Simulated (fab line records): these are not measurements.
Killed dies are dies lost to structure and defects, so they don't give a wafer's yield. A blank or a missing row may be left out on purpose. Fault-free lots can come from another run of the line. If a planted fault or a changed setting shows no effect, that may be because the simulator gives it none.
Struck lot and sound lot, side by side    flow n5Finfet    36 out of 1938 route steps
Sound: wafers L530.2, L530.3, L530.5. Struck: wafer L535.3 (left out: L535.1, L535.6 of the same lot, which were not struck); the cause appears at the end.
For every step that has rows: the tool of each side, followed by ch and its chambers, followed by its first start. Under that, the readings that differ: sound wafers    struck wafers    difference of the means    sigmas: that difference in standard deviations of wafers without a fault.
alike: a reading whose means differ by less than 2 such deviations, as well as words and numbers matching on both sides. not compared: withheld readings; readings where some wafer has no value; bounds like >300 that might hide an equal value; numbers whose values overlap and for which the record gives no deviation.
The two part at a step that has a row with sigmas, a row that says differs or no value, or rows on one side only. Numbers that have no deviation but don't overlap get no sigmas and don't part them. A reading that every wafer of one side lacks parts them only if that side has two wafers or more.

first, 9 steps without rows for these wafers: N5_BEOL_M4_ANNEAL_95 (time 240 s); N5_BEOL_M4_SPUTTER_96 (material Cu, target thk 4.5 nm, time 8.29 s); N5_BEOL_M4_ECD_50 (material Cu, target thk 300 nm); N5_BEOL_M4_ANNEAL_51 (time 90 s); N5_BEOL_M4_CMP_52 (polishes, stops on SiOC, t overpolish 6.8 s, target thk 40 nm); N5_BEOL_M4_PRE_CLEAN_60 (time 15 s); N5_BEOL_M4_CO_CAP_55 (material Co, precursor CCTBA/H2, target thk 2 nm, time 102.1 s); N5_BEOL_M4_PRE_CLEAN_56 (time 15 s); N5_BEOL_M4_DEP_57 (deposits SiCN from 3MS/NH3, target thk 8 nm, time 14 s).
N5_BEOL_M4_RC_MEAS_101:
  sound on prober-01 ch 0, day 8 07:33; struck on prober-02 ch 0, day 9 06:01
  alike: DIBL_N, DIBL_P, IOFF_N, IOFF_P, ION_N, ION_P, SS_N, SS_P, VT_N, VT_P
then, 24 steps without rows for these wafers: N5_BEOL_M5_ILD_DEP_00 (deposits SiCOH lowk from DEMS/porogen, target thk 140.64 nm, time 25.9 s); N5_BEOL_M5_CURE_79 (cures SiCOH lowk, time 240 s); N5_BEOL_M5_PECVD_70 (deposits SiO2 from TEOS/O2, target thk 16 nm, time 18 s); N5_BEOL_M5_HM_DEP_02 (deposits TiN, target thk 20 nm); N5_BEOL_M5_COAT_59 (time 60 s, resist thk 60 nm); N5_BEOL_M5_COAT_60 (time 60 s, resist thk 12 nm); N5_BEOL_M5_COAT_71 (time 60 s, resist thk 5 nm); N5_BEOL_M5_COAT_05 (resist thk 30 nm); N5_BEOL_M5_EBR_07; N5_BEOL_M5_SOFTBAKE_06 (time 60 s); N5_BEOL_M5_EXPOSE_08 (exposes mask M5, target cd 28 nm); N5_BEOL_M5_PEB_09 (peb time 60 s); N5_BEOL_M5_DEVELOP_10 (develop time 30 s); N5_BEOL_M5_DESCUM_16 (chemistry O2, time 7 s); N5_BEOL_M5_ETCH_72 (etches underlayer in N2/H2, target depth 6.5 nm, time 5.2 s); N5_BEOL_M5_ETCH_61 (etches SiARC in CF4, target depth 15.6 nm, time 26 s); N5_BEOL_M5_ETCH_62 (etches SOC in N2/H2, target depth 75 nm, overetch 15 nm, time 112.5 s); N5_BEOL_M5_STRIP_63 (strips in N2/H2); N5_BEOL_M5_STRIP_73 (strips in N2/H2); N5_BEOL_M5_STRIP_64 (strips in CF4); N5_BEOL_M5_HM_OPEN_17 (chemistry Cl2/BCl3, target TiN, target depth 20 nm, overetch 6 nm); N5_BEOL_M5_STRIP_19 (strips in O2); N5_BEOL_M5_COAT_65 (time 60 s, resist thk 60 nm); N5_BEOL_M5_COAT_66 (time 60 s, resist thk 12 nm).
-- a jump in the record: the struck wafers' starts before and after are 4 days apart (it breaks off in module BEOL_M5 and resumes in module PASSIVATION, where the first step shown is number 1930 of the route) --
N5_PASSIVATION_ETCH_54: etches SiO2 in CHF3/O2, target depth 880 nm, time 440 s.
  sound on rieDiel-06 ch 0,1, day 12 05:53; struck on rieDiel-06 ch 3, day 13 12:45
reading                                sound              struck  difference  sigmas
throttleValvePct (%)                   19.07 18.86 19.07  18.48   -0.52       -2
model.etch.depthNm (nm)                869.7 878 869.1    779.3   -93.0       
model.PASSIVATION.featureDepthNm (nm)  869.8 878 869      779.4   -92.9       
  alike: drypumpMotorCurrentA, oes_ar_750_au, oesProductAu, rfVppV, showerheadPlenumPTorr
  not compared: rfFwdPowerW, rfHoursCounterH
N5_PASSIVATION_PROBE_49:
  rows exist in the record for the struck wafers here (prober-02, day 13 15:38), but not for the sound ones

WHERE THEY PART
At N5_PASSIVATION_ETCH_54 first; at N5_PASSIVATION_PROBE_49 last (within this record only).

WHY: what had been put in by the simulator
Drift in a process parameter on rieDiel-06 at N5_PASSIVATION_ETCH_54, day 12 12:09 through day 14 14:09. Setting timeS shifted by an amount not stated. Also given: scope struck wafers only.
